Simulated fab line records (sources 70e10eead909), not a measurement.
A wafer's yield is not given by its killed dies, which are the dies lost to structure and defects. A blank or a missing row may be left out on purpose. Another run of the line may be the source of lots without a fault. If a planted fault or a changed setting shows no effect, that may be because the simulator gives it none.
fab line records + flow nand-harc
[record]
- lots = 11
- wafers = 33
- last-day = 24
route steps=1159 shown A_STAIRCASE@616 END@1159
lots that met no fault: taken from a fault-free run of the same line
start-h: hours from the record's opening day to when the first of the lot's shown wafers began + wait-h: hours from the lot's prior step to this one + " unchanged from the row above + L1.1+2: a row that stands for several wafers + - either no value or no given start + * or withheld: withheld + < > ~ a bound
route shown NAME@n: names a module that has steps shown in the file, with the first one's number in the route + usual: mean/standard deviation taken from wafers without a fault + same: alike in all rows + chamber/n: place in a boat + sites: per-site readings + _std_site: the values' standard deviation + _edge_site: the outer-site mean with the inner-site mean subtracted + radius-mm: how far each site lies from the wafer's centre + mask NAME#n: copy n + behind: the tool/chamber that last shaped the wafer + hold: cause of the lot's hold/its duration in hours/its outcome + device: transistor that didn't switch, given as n, p or np + end of line: the route-end tests of the same wafers + where a step has no rows: the recipe by itself + killed: not the wafer's yield, but the dies lost to structure and defects at the first sort + map: dies across one wafer; x = killed, . = not, _ = none there
set.NAME: the run value of the setting; set.NAME@STEP: its run value at that earlier step + model.NAME: the simulator's own value behind a step, which no gauge read
steps of the route over a sample of lots; a table a step, a row a wafer
services: the hour from which a tool's chamber was out of use, counted from the record's first day as start-h (under 0 if before that day), plus the number of hours and why
[[steps]]
[step NHARC_A_STAIRCASE_TRIM_222]
[recipe]
- time-s = 211.2
- o2-flow-sccm = 500
- ar-flow-sccm = 0
- bias-w = 0
- chemistry = O2
[usual]
- drypump-motor-current-A = 5.6/0.41
- oes-product-au = 0.999/0.0085
- rf-vpp-V = 58.0/0.95
- showerhead-plenum-p-Torr = 3.59/0.14
- throttle-valve-pct = 17.037/0.0087
| lot.wafer | tool        | chamber | start-h | wait-h | drypump-motor-current-A | oes-product-au | rf-hours-counter-h | rf-vpp-V | showerhead-plenum-p-Torr | throttle-valve-pct |
|-----------|-------------|---------|---------|--------|-------------------------|----------------|--------------------|----------|--------------------------|--------------------|
| L857.4    | rie-diel-10 | 2       | -       | -      | 5.7                     | 0.995          | 27                 | 57.9     | 3.32                     | 17.030             |
| L857.1    | "           | 3       | "       | "      | 5.5                     | 0.997          | 25                 | 57.8     | 3.60                     | 17.050             |
| L857.6    | "           | 3       | "       | "      | 5.4                     | 1.008          | -                  | 57.8     | 3.59                     | 17.041             |
| L858.2    | rie-diel-10 | 2       | -       | -      | 5.7                     | 1.007          | 27                 | 56.7     | 3.32                     | 17.039             |
| L858.3    | "           | 3       | "       | "      | 5.4                     | 1.016          | 26                 | 58.4     | 3.59                     | 17.041             |
| L858.6    | "           | 2       | "       | "      | 5.7                     | 1.012          | -                  | 56.3     | 3.32                     | 17.038             |
| L861.4    | rie-diel-09 | 2       | -       | -      | 6.4                     | 1.011          | 10                 | 59.1     | 3.63                     | 17.031             |
| L861.3    | "           | 1       | "       | "      | 5.0                     | 0.994          | 10                 | 57.6     | 3.38                     | 17.045             |
| L861.6    | "           | 2       | "       | "      | 6.4                     | 0.999          | -                  | 59.2     | 3.63                     | 17.028             |
| L863.2    | rie-diel-07 | 3       | -       | -      | 6.4                     | 0.995          | 18                 | 57.2     | 3.65                     | 17.039             |
| L863.1    | "           | 1       | "       | "      | 5.7                     | 0.995          | 15                 | 57.5     | 3.68                     | 17.037             |
| L863.5    | "           | 3       | "       | "      | 6.5                     | 0.994          | -                  | 58.9     | 3.65                     | 17.046             |
| L864.1    | rie-diel-10 | 1       | -       | -      | 5.4                     | 1.000          | 43                 | 58.1     | 3.66                     | 17.032             |
| L864.2    | "           | 3       | "       | "      | 5.4                     | 0.998          | 36                 | 58.0     | 3.59                     | 17.030             |
| L864.4    | "           | 3       | "       | "      | 5.4                     | 1.004          | -                  | 56.4     | 3.59                     | 17.045             |
| L869.3    | rie-diel-07 | 2       | -       | -      | 5.2                     | 0.994          | 27                 | 59.8     | 3.76                     | 17.054             |
| L869.1    | "           | 1       | "       | "      | 5.7                     | 0.995          | 26                 | 58.6     | 3.68                     | 17.025             |
| L869.5    | "           | 3       | "       | "      | 6.4                     | 0.999          | -                  | 58.0     | 3.64                     | 17.043             |
| L871.4    | rie-diel-10 | 3       | -       | -      | 5.4                     | 1.010          | 55                 | 57.0     | 3.58                     | 17.024             |
| L871.6    | "           | 0       | "       | "      | 5.4                     | 1.004          | -                  | 59.3     | 3.55                     | 17.043             |
| L871.5    | "           | 1       | "       | "      | 5.4                     | 1.007          | -                  | 57.5     | 3.65                     | 17.043             |
| L874.2    | rie-diel-07 | 0       | -       | -      | 5.5                     | 0.997          | 41                 | 57.7     | 3.54                     | 17.039             |
| L874.3    | "           | 3       | "       | "      | 6.5                     | 0.994          | 44                 | 56.2     | 3.63                     | 17.028             |
| L874.6    | "           | 0       | "       | "      | 5.5                     | 1.003          | -                  | 58.3     | 3.54                     | 17.038             |
| L876.4    | rie-diel-10 | 1       | -       | -      | 5.4                     | 0.998          | 2                  | 57.2     | 3.65                     | 17.046             |
| L876.2    | "           | 2       | "       | "      | 5.7                     | 1.002          | 2                  | 57.8     | 3.30                     | 17.032             |
| L876.1    | "           | 0       | "       | "      | 5.4                     | 1.013          | 1                  | 58.2     | 3.55                     | 17.023             |
| L878.1    | rie-diel-09 | 0       | -       | -      | 5.4                     | 1.001          | 38                 | 58.6     | 3.79                     | 17.035             |
| L878.3    | "           | 1       | "       | "      | 5.0                     | 0.996          | 39                 | 57.9     | 3.37                     | 17.026             |
| L878.4    | "           | 2       | "       | "      | 6.4                     | 0.991          | 46                 | 57.2     | 3.61                     | 17.051             |
| L879.4    | rie-diel-09 | 0       | -       | -      | 5.4                     | 0.994          | 39                 | 59.6     | 3.79                     | 17.030             |
| L879.5    | "           | 3       | "       | "      | 5.4                     | 0.986          | -                  | 57.3     | 3.55                     | 17.025             |
| L879.6    | "           | 0       | "       | "      | 5.4                     | 1.000          | -                  | 58.2     | 3.79                     | 17.029             |
[step NHARC_A_STAIRCASE_TRIM_226]
[recipe]
- time-s = 211.2
- o2-flow-sccm = 500
- ar-flow-sccm = 0
- bias-w = 0
- chemistry = O2
[usual]
- drypump-motor-current-A = 5.6/0.44
- oes-product-au = 1.001/0.0096
- rf-vpp-V = 57.9/0.9
- showerhead-plenum-p-Torr = 3.59/0.14
- throttle-valve-pct = 17.036/0.0093
| lot.wafer | tool        | chamber | start-h | wait-h | drypump-motor-current-A | oes-product-au | rf-hours-counter-h | rf-vpp-V | showerhead-plenum-p-Torr | throttle-valve-pct |
|-----------|-------------|---------|---------|--------|-------------------------|----------------|--------------------|----------|--------------------------|--------------------|
| L857.4    | rie-diel-10 | 3       | -       | -      | 5.4                     | 1.004          | 26                 | 56.5     | 3.59                     | 17.030             |
| L857.1    | "           | 0       | "       | "      | 5.3                     | 1.010          | 26                 | 57.1     | 3.57                     | 17.050             |
| L857.6    | "           | 1       | "       | "      | 5.4                     | 1.016          | -                  | 57.6     | 3.67                     | 17.032             |
| L858.2    | rie-diel-10 | 2       | -       | -      | 5.7                     | 1.006          | 28                 | 57.5     | 3.32                     | 17.044             |
| L858.3    | "           | 3       | "       | "      | 5.4                     | 1.017          | 26                 | 58.7     | 3.59                     | 17.039             |
| L858.6    | "           | 2       | "       | "      | 5.7                     | 1.014          | -                  | 56.4     | 3.32                     | 17.044             |
| L861.3    | rie-diel-09 | 1       | -       | -      | 5.0                     | 0.998          | 10                 | 58.3     | 3.38                     | 17.037             |
| L861.4    | "           | 3       | "       | "      | 5.4                     | 0.998          | 9                  | 57.3     | 3.57                     | 17.032             |
| L861.6    | "           | 1       | "       | "      | 5.0                     | 0.987          | -                  | 57.9     | 3.38                     | 17.018             |
| L863.2    | rie-diel-07 | 3       | -       | -      | 6.5                     | 1.000          | 18                 | 58.6     | 3.65                     | 17.038             |
| L863.1    | "           | 0       | "       | "      | 5.5                     | 1.008          | 17                 | 57.8     | 3.55                     | 17.041             |
| L863.5    | "           | 2       | "       | "      | 5.2                     | 0.981          | -                  | 59.7     | 3.76                     | 17.027             |
| L864.2    | rie-diel-10 | 2       | -       | -      | 5.8                     | 1.003          | 42                 | 56.9     | 3.31                     | 17.043             |
| L864.1    | "           | 3       | "       | "      | 5.4                     | 1.004          | 37                 | 57.9     | 3.59                     | 17.033             |
| L864.4    | "           | 3       | "       | "      | 5.4                     | 1.006          | -                  | 57.2     | 3.59                     | 17.030             |
| L869.1    | rie-diel-07 | 1       | -       | -      | 5.7                     | 1.005          | 26                 | 57.6     | 3.68                     | 17.043             |
| L869.3    | "           | 2       | "       | "      | 5.2                     | 0.978          | 28                 | 58.4     | 3.76                     | 17.036             |
| L869.5    | "           | 1       | "       | "      | 5.7                     | 1.001          | -                  | 58.5     | 3.68                     | 17.050             |
| L871.4    | rie-diel-10 | 0       | -       | -      | 5.3                     | 1.013          | 60                 | 57.6     | 3.55                     | 17.041             |
| L871.5    | "           | 0       | "       | "      | 5.4                     | 0.999          | -                  | 57.6     | 3.55                     | 17.029             |
| L871.6    | "           | 1       | "       | "      | 5.4                     | 1.010          | -                  | 58.1     | 3.65                     | 17.028             |
| L874.3    | rie-diel-07 | 0       | -       | -      | 5.5                     | 0.995          | 42                 | 59.2     | 3.54                     | 17.026             |
| L874.2    | "           | 2       | "       | "      | 5.2                     | 0.986          | 43                 | 57.0     | 3.75                     | 17.045             |
| L874.6    | "           | 0       | "       | "      | 5.5                     | 1.001          | -                  | 58.5     | 3.54                     | 17.034             |
| L876.4    | rie-diel-10 | 0       | -       | -      | 5.3                     | 1.013          | 2                  | 56.5     | 3.55                     | 17.043             |
| L876.2    | "           | 2       | "       | "      | 5.7                     | 1.003          | 3                  | 57.7     | 3.30                     | 17.049             |
| L876.1    | "           | 3       | "       | "      | 5.4                     | 1.006          | 2                  | 56.2     | 3.58                     | 17.030             |
| L878.4    | rie-diel-09 | 3       | -       | -      | 5.4                     | 0.980          | 44                 | 57.6     | 3.55                     | 17.051             |
| L878.3    | "           | 1       | "       | "      | 5.0                     | 0.996          | 40                 | 56.7     | 3.37                     | 17.023             |
| L878.1    | "           | 2       | "       | "      | 6.4                     | 0.997          | 46                 | 57.2     | 3.61                     | 17.037             |
| L879.4    | rie-diel-09 | 3       | -       | -      | 5.4                     | 0.996          | 45                 | 58.0     | 3.55                     | 17.026             |
| L879.6    | "           | 0       | "       | "      | 5.4                     | 1.009          | -                  | 58.4     | 3.79                     | 17.054             |
| L879.5    | "           | 1       | "       | "      | 5.0                     | 1.001          | -                  | 57.4     | 3.37                     | 17.044             |
[step NHARC_A_STAIRCASE_TRIM_231]
[recipe]
- time-s = 211.2
- o2-flow-sccm = 500
- ar-flow-sccm = 0
- bias-w = 0
- chemistry = O2
[usual]
- drypump-motor-current-A = 5.6/0.43
- oes-product-au = 1.000/0.0081
- rf-vpp-V = 58.0/0.93
- showerhead-plenum-p-Torr = 3.60/0.13
- throttle-valve-pct = 17.036/0.0078
| lot.wafer | tool        | chamber | start-h | wait-h | drypump-motor-current-A | oes-product-au | rf-hours-counter-h | rf-vpp-V | showerhead-plenum-p-Torr | throttle-valve-pct |
|-----------|-------------|---------|---------|--------|-------------------------|----------------|--------------------|----------|--------------------------|--------------------|
| L857.4    | rie-diel-10 | 1       | 256.07  | -      | 5.4                     | 1.001          | 28                 | 57.5     | 3.67                     | 17.051             |
| L857.1    | "           | 3       | "       | "      | 5.4                     | 1.003          | 27                 | 57.9     | 3.59                     | 17.040             |
| L857.6    | "           | 2       | "       | "      | 5.7                     | 1.001          | -                  | 57.0     | 3.32                     | 17.039             |
| L858.2    | rie-diel-07 | 2       | 256.62  | -      | 5.2                     | 0.996          | 5                  | 57.6     | 3.77                     | 17.040             |
| L858.3    | "           | 0       | "       | "      | 5.5                     | 1.016          | 6                  | 57.8     | 3.56                     | 17.036             |
| L858.6    | "           | 3       | "       | "      | 6.5                     | 0.996          | -                  | 57.0     | 3.65                     | 17.042             |
| L861.4    | rie-diel-09 | 3       | 284.82  | -      | 5.4                     | 0.983          | 9                  | 58.9     | 3.57                     | 17.035             |
| L861.3    | "           | 1       | "       | "      | 5.0                     | 0.995          | 10                 | 57.5     | 3.38                     | 17.039             |
| L861.6    | "           | 3       | "       | "      | 5.4                     | 0.992          | -                  | 57.5     | 3.57                     | 17.043             |
| L863.1    | rie-diel-07 | 0       | 288.33  | -      | 5.5                     | 1.007          | 18                 | 58.7     | 3.55                     | 17.041             |
| L863.2    | "           | 3       | "       | "      | 6.5                     | 0.993          | 19                 | 58.3     | 3.65                     | 17.042             |
| L863.5    | "           | 1       | "       | "      | 5.7                     | 1.011          | -                  | 57.7     | 3.68                     | 17.038             |
| L864.2    | rie-diel-07 | 1       | 292.55  | -      | 5.7                     | 0.990          | 18                 | 58.4     | 3.68                     | 17.031             |
| L864.4    | "           | 2       | "       | "      | 5.2                     | 0.995          | 19                 | 60.3     | 3.76                     | 17.039             |
| L864.1    | "           | 3       | "       | "      | 6.5                     | 0.977          | 20                 | 58.3     | 3.65                     | 17.022             |
| L869.3    | rie-diel-07 | 3       | 318.82  | -      | 6.5                     | 0.983          | 29                 | 58.3     | 3.64                     | 17.030             |
| L869.1    | "           | 1       | "       | "      | 5.7                     | 0.996          | 26                 | 58.6     | 3.68                     | 17.040             |
| L869.5    | "           | 0       | "       | "      | 5.6                     | 0.999          | -                  | 57.8     | 3.55                     | 17.045             |
| L871.4    | rie-diel-10 | 2       | 352.12  | -      | 5.7                     | 0.996          | 59                 | 56.5     | 3.30                     | 17.043             |
| L871.5    | "           | 1       | "       | "      | 5.4                     | 1.010          | -                  | 57.3     | 3.65                     | 17.049             |
| L871.6    | "           | 2       | "       | "      | 5.7                     | 0.996          | -                  | 57.3     | 3.30                     | 17.035             |
| L874.3    | rie-diel-07 | 3       | 361.03  | -      | 6.4                     | 1.000          | 44                 | 57.3     | 3.63                     | 17.039             |
| L874.2    | "           | 0       | "       | "      | 5.5                     | 0.792          | 42                 | 57.8     | 3.54                     | 17.035             |
| L874.6    | "           | 2       | "       | "      | 5.2                     | 0.989          | -                  | 59.1     | 3.75                     | 17.040             |
| L876.2    | rie-diel-07 | 1       | 370.50  | -      | 5.7                     | 0.995          | 44                 | 58.2     | 3.67                     | 17.039             |
| L876.1    | "           | 3       | "       | "      | 6.5                     | 0.995          | 48                 | 57.8     | 3.63                     | 17.046             |
| L876.4    | "           | 0       | "       | "      | 5.5                     | 0.791          | 45                 | 57.3     | 3.54                     | 17.022             |
| L878.3    | rie-diel-09 | 2       | 381.14  | -      | 6.4                     | 1.003          | 46                 | 58.4     | 3.61                     | 17.041             |
| L878.1    | "           | 3       | "       | "      | 5.3                     | 0.998          | 45                 | 59.2     | 3.55                     | 17.028             |
| L878.4    | "           | 0       | "       | "      | 5.4                     | 1.005          | 38                 | 59.4     | 3.79                     | 17.039             |
| L879.4    | rie-diel-09 | 3       | 383.99  | -      | 5.4                     | 0.994          | 46                 | 58.7     | 3.55                     | 17.029             |
| L879.6    | "           | 1       | "       | "      | 5.0                     | 0.998          | -                  | 57.2     | 3.37                     | 17.025             |
| L879.5    | "           | 2       | "       | "      | 6.4                     | 0.991          | -                  | 57.1     | 3.61                     | 17.040             |
[step NHARC_A_STAIRCASE_TRIM_235]
[recipe]
- time-s = 211.2
- o2-flow-sccm = 500
- ar-flow-sccm = 0
- bias-w = 0
- chemistry = O2
[usual]
- drypump-motor-current-A = 5.6/0.43
- oes-product-au = 1.000/0.0093
- rf-vpp-V = 58.1/0.88
- showerhead-plenum-p-Torr = 3.61/0.13
- throttle-valve-pct = 17.034/0.0088
| lot.wafer | tool        | chamber | start-h | wait-h | drypump-motor-current-A | oes-product-au | rf-hours-counter-h | rf-vpp-V | showerhead-plenum-p-Torr | throttle-valve-pct |
|-----------|-------------|---------|---------|--------|-------------------------|----------------|--------------------|----------|--------------------------|--------------------|
| L857.1    | rie-diel-10 | 0       | -       | -      | 5.3                     | 0.999          | 27                 | 59.2     | 3.57                     | 17.039             |
| L857.4    | "           | 2       | "       | "      | 5.7                     | 0.998          | 28                 | 56.8     | 3.32                     | 17.022             |
| L857.6    | "           | 3       | "       | "      | 5.4                     | 1.012          | -                  | 58.0     | 3.59                     | 17.028             |
| L858.2    | rie-diel-07 | 0       | -       | -      | 5.5                     | 1.005          | 6                  | 56.5     | 3.56                     | 17.031             |
| L858.3    | "           | 2       | "       | "      | 5.2                     | 1.002          | 5                  | 58.1     | 3.77                     | 17.028             |
| L858.6    | "           | 3       | "       | "      | 6.5                     | 0.992          | -                  | 58.6     | 3.65                     | 17.060             |
| L861.4    | rie-diel-09 | 0       | -       | -      | 5.4                     | 0.996          | 5                  | 58.9     | 3.81                     | 17.030             |
| L861.3    | "           | 2       | "       | "      | 6.4                     | 0.995          | 11                 | 56.7     | 3.63                     | 17.030             |
| L861.6    | "           | 3       | "       | "      | 5.4                     | 0.999          | -                  | 57.7     | 3.57                     | 17.022             |
| L863.1    | rie-diel-07 | 1       | -       | -      | 5.7                     | 1.003          | 16                 | 59.3     | 3.68                     | 17.031             |
| L863.2    | "           | 2       | "       | "      | 5.2                     | 0.999          | 18                 | 57.8     | 3.76                     | 17.039             |
| L863.5    | "           | 3       | "       | "      | 6.4                     | 0.988          | -                  | 59.7     | 3.65                     | 17.040             |
| L864.4    | rie-diel-07 | 3       | -       | -      | 6.5                     | 1.014          | 21                 | 58.3     | 3.65                     | 17.042             |
| L864.2    | "           | 0       | "       | "      | 5.5                     | 0.998          | 19                 | 58.4     | 3.55                     | 17.041             |
| L864.1    | "           | 1       | "       | "      | 5.7                     | 0.998          | 18                 | 58.8     | 3.68                     | 17.033             |
| L869.3    | rie-diel-07 | 0       | -       | -      | 5.5                     | 1.000          | 27                 | 58.7     | 3.55                     | 17.043             |
| L869.1    | "           | 1       | "       | "      | 5.7                     | 0.989          | 27                 | 59.5     | 3.68                     | 17.035             |
| L869.5    | "           | 2       | "       | "      | 5.2                     | 0.981          | -                  | 57.2     | 3.75                     | 17.043             |
| L871.4    | rie-diel-07 | 0       | -       | -      | 5.6                     | 0.997          | 39                 | 59.0     | 3.54                     | 17.042             |
| L871.6    | "           | 3       | "       | "      | 6.4                     | 0.991          | -                  | 58.3     | 3.63                     | 17.033             |
| L871.5    | "           | 0       | "       | "      | 5.5                     | 0.994          | -                  | 57.5     | 3.54                     | 17.034             |
| L874.2    | rie-diel-07 | 1       | -       | -      | 5.7                     | 0.998          | 41                 | 58.0     | 3.67                     | 17.033             |
| L874.3    | "           | 3       | "       | "      | 6.4                     | 1.009          | 45                 | 59.3     | 3.63                     | 17.033             |
| L874.6    | "           | 0       | "       | "      | 5.5                     | 1.001          | -                  | 57.2     | 3.54                     | 17.033             |
| L876.4    | rie-diel-07 | 1       | -       | -      | 5.6                     | 0.992          | 45                 | 58.5     | 3.67                     | 17.036             |
| L876.2    | "           | 2       | "       | "      | 5.2                     | 0.986          | 47                 | 58.1     | 3.74                     | 17.033             |
| L876.1    | "           | 0       | "       | "      | 5.5                     | 1.012          | 46                 | 57.7     | 3.54                     | 17.047             |
| L878.1    | rie-diel-09 | 0       | -       | -      | 5.4                     | 1.011          | 39                 | 58.3     | 3.79                     | 17.047             |
| L878.4    | "           | 1       | "       | "      | 5.0                     | 1.008          | 40                 | 57.4     | 3.37                     | 17.029             |
| L878.3    | "           | 3       | "       | "      | 5.4                     | 1.006          | 45                 | 59.4     | 3.55                     | 17.030             |
| L879.4    | rie-diel-09 | 2       | -       | -      | 6.4                     | 1.000          | 47                 | 57.9     | 3.61                     | 17.038             |
| L879.5    | "           | 3       | "       | "      | 5.4                     | 1.008          | -                  | 57.1     | 3.55                     | 17.034             |
| L879.6    | "           | 0       | "       | "      | 5.4                     | 1.007          | -                  | 57.2     | 3.78                     | 17.038             |
[step NHARC_END_SORT_01]
[recipe]
- temp-c = 25
[usual]
- killed-at-array = 25/9.5
- killed-at-other = 0.8/1.2
- killed-at-periphery = 3.4/2.2
- killed-dies = 29/10
- killed-open = 3.3/1.8
- killed-short = 2.1/1.4
[same]
- gross-dies = 677
| lot.wafer | tool      | chamber | start-h | wait-h | killed-at-array | killed-at-other | killed-at-periphery | killed-dies | killed-open | killed-short |
|-----------|-----------|---------|---------|--------|-----------------|-----------------|---------------------|-------------|-------------|--------------|
| L874.2    | prober-02 | 0       | 559.03  | 2.8    | 174             | 0               | 2                   | 176         | 2           | 5            |
| L874.3    | prober-02 | 0       | 559.84  | 3.1    | 30              | 0               | 0                   | 30          | 3           | 1            |
| L874.6    | prober-02 | 0       | 562.26  | 4.0    | 37              | 1               | 0                   | 38          | 6           | 1            |
| L876.1    | prober-01 | 0       | 575.70  | 2.5    | 40              | 0               | 2                   | 42          | 1           | 3            |
| L876.2    | prober-01 | 0       | 576.49  | 2.8    | 45              | 1               | 4                   | 50          | 2           | 2            |
| L876.4    | prober-01 | 0       | 578.07  | 3.4    | 164             | 1               | 9                   | 174         | 5           | 1            |
// killed by level:class
L874.2 A_STAIRCASE:area-trim=142 A_CHANNEL_HOLE_D1:chamber-film-flake=22 P_M2:chamber-film-flake=2 A_ONON_D1:geometric-particle:short=1 A_ONON_D1:geometric-particle:open=1 A_CHANNEL_FILL_D1:geometric-particle:short=1 A_WL_FILL:geometric-particle:short=1 A_CONTACT:geometric-particle:open=1
L874.3 A_CHANNEL_HOLE_D1:chamber-film-flake=15 A_STAIRCASE:chamber-film-flake=4 A_CONTACT:chamber-film-flake=4 A_M0:geometric-particle:open=2 A_SLIT:chamber-film-flake=2 A_WL_FILL:geometric-particle:short=1 A_CONTACT:geometric-particle:open=1 A_M0:chamber-film-flake=1
L874.6 A_CHANNEL_HOLE_D1:chamber-film-flake=24 A_M0:geometric-particle:open=3 A_STAIRCASE:chamber-film-flake=2 A_WL_FILL:chamber-film-flake=2 A_CONTACT:chamber-film-flake=2 A_CHANNEL_FILL_D1:geometric-particle:short=1 A_CONTACT:geometric-particle:open=1 A_BLC:geometric-particle:open=1
L876.1 A_CHANNEL_HOLE_D1:chamber-film-flake=24 A_SLIT:chamber-film-flake=6 A_STAIRCASE:chamber-film-flake=3 A_CONTACT:chamber-film-flake=2 A_ONON_D1:geometric-particle:short=1 A_ONON_D1:geometric-particle:open=1 A_STAIRCASE:geometric-particle:short=1 A_WL_FILL:geometric-particle:short=1
L876.2 A_CHANNEL_HOLE_D1:chamber-film-flake=22 A_SLIT:chamber-film-flake=15 A_CONTACT:chamber-film-flake=4 P_ZERO_WELL:chamber-film-flake=2 P_GATE:geometric-particle:open=1 A_WL_FILL:geometric-particle:short=1 A_CONTACT:geometric-particle:short=1 A_M0:geometric-particle:open=1
L876.4 A_STAIRCASE:area-trim=120 A_CHANNEL_HOLE_D1:chamber-film-flake=17 A_SLIT:chamber-film-flake=17 P_ZERO_WELL:chamber-film-flake=5 A_STAIRCASE:chamber-film-flake=3 A_CONTACT:chamber-film-flake=3 A_CHANNEL_FILL_D1:chamber-film-flake=2 P_GATE:geometric-particle:open=1
[[services]]
| tool        | chamber | start-h | hours | kind   |
|-------------|---------|---------|-------|--------|
| rie-diel-07 | 0       | 237.25  | -     | clean  |
| rie-diel-07 | 1       | 237.25  | -     | clean  |
| rie-diel-07 | 2       | 237.25  | -     | clean  |
| rie-diel-07 | 3       | 237.25  | -     | clean  |
| rie-diel-07 | -       | 245.11  | 0.2   | repair |
| rie-diel-09 | -       | 254.17  | 9.0   | pm     |
| rie-diel-07 | 0       | 261.75  | -     | clean  |
| rie-diel-07 | 1       | 261.75  | -     | clean  |
| rie-diel-07 | 2       | 261.75  | -     | clean  |
| rie-diel-07 | 3       | 261.75  | -     | clean  |
| rie-diel-10 | 3       | 270.08  | 9.6   | repair |
| rie-diel-07 | 0       | 286.25  | -     | clean  |
| rie-diel-07 | 1       | 286.25  | -     | clean  |
| rie-diel-07 | 2       | 286.25  | -     | clean  |
| rie-diel-07 | 3       | 286.25  | -     | clean  |
| rie-diel-10 | 0       | 290.46  | 1.5   | repair |
| rie-diel-10 | -       | 304.83  | 1.8   | repair |
| rie-diel-07 | 0       | 311.11  | -     | clean  |
| rie-diel-07 | 1       | 311.11  | -     | clean  |
| rie-diel-07 | 2       | 311.11  | -     | clean  |
| rie-diel-07 | 3       | 311.11  | -     | clean  |
| rie-diel-07 | 0       | 335.62  | -     | clean  |
| rie-diel-07 | 1       | 335.62  | -     | clean  |
| rie-diel-10 | -       | 353.62  | 9.0   | pm     |
[[key]]
[first-sign]
- step = NHARC_A_STAIRCASE_TRIM_231
- reading = oes-product-au
- direction = down
- sigmas = 26
- usual = 1.000
- struck = 0.791
[effect]
- step = NHARC_END_SORT_01
- reading = killed-at-array
- direction = up
- sigmas = 15
- usual = 25
- struck = 169
[more-kills-born-at]
- NHARC_A_STAIRCASE_TRIM_231@rie-diel-07 = 262
met-at NHARC_A_STAIRCASE_TRIM_231
struck-lots L874,L876
struck-wafers L874.2,L876.4
tester-left-out L874,L876
not-acting-at NHARC_A_STAIRCASE_TRIM_222,NHARC_A_STAIRCASE_TRIM_226,NHARC_A_STAIRCASE_TRIM_235
onset-between 318.82 361.03
[fault]
- kind = process-parameter-drift
- tool = rie-diel-07
- chamber = 0
- onset-h = 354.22
- steps = NHARC_A_STAIRCASE_TRIM_231
- channel = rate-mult
- offset = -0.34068
- shape = step
- end-h = 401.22
// tester-left-out: of these lots the tester's yield and bins aren't shown, on N5 and GAA mostly nor the transistor test; their killed dies are dies lost to structure and defects alone, not to doping, threshold or leakage, so they don't give the yield
